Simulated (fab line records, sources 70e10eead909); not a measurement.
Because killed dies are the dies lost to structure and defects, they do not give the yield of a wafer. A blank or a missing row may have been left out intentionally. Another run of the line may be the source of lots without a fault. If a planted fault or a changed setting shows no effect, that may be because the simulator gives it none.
Matching of chambers | flow nand-harc | 4 sister chambers for NHARC_P_GATE_ETCH_32 on rie-si-05
The step etches the open film in HBr/Cl2, target depth 150 nm, time 100.1 s. 7 wafers are shown with their chamber, then 8 later ones without.

EACH WAFER AND ITS CHAMBER
wafer  | chamber | oes-product-au (a.u.) | throttle-valve-pct (%)
L710.1 | 0       | 1.007                 | 26.405
L717.1 | 3       | 1.008                 | 26.405
L717.5 | 0       | 0.994                 | 26.409
L717.6 | 1       | 1.005                 | 26.392
L718.2 | 1       | 1.015                 | 26.410
L718.6 | 2       | 1.002                 | 26.419
L720.3 | 2       | 1.010                 | 26.406

WAFERS WITHOUT THEIR CHAMBER
wafer  | oes-product-au (a.u.) | throttle-valve-pct (%)
L720.4 | 1.007                 | 26.395
L720.5 | 1.008                 | 26.415
L728.1 | 1.004                 | 26.409
L728.2 | 1.011                 | 26.410
L728.3 | 0.999                 | 26.408
L729.2 | 1.007                 | 26.393
L729.5 | 0.992                 | 26.407
L729.6 | 0.996                 | 26.414

WHICH CHAMBER EACH ONE RAN IN
wafer  | from the rows above               | in truth
L720.4 | can't be placed: 1 or 3 or 0 or 2 | 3
L720.5 | can't be placed: 2 or 3 or 0 or 1 | 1
L728.1 | can't be placed: 2 or 0 or 3 or 1 | 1
L728.2 | can't be placed: 3 or 2 or 1 or 0 | 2
L728.3 | can't be placed: 0 or 2 or 3 or 1 | 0
L729.2 | can't be placed: 1 or 3 or 0 or 2 | 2
L729.5 | can't be placed: 0 or 2 or 3 or 1 | 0
L729.6 | can't be placed: 0 or 2 or 3 or 1 | 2
Correctly placed: 0 of 8. From these rows, 8 cannot be placed; in 8 the true chamber is one of the candidates. Placed wrongly: 0.
How it was worked out, from the rows above alone: a wafer's distance from a chamber is the root of the sum, over the readings, of the square of ((its reading less the chamber's mean) divided by the reading's scatter). The wafer belongs to the nearest chamber; if the next one is less than 2 further off, it can't be placed. A chamber's mean is the mean of its shown wafers. The scatter is the square root of a quotient: the sum, over the shown wafers, of each reading's squared deviation from its chamber's mean, divided by wafers minus chambers.
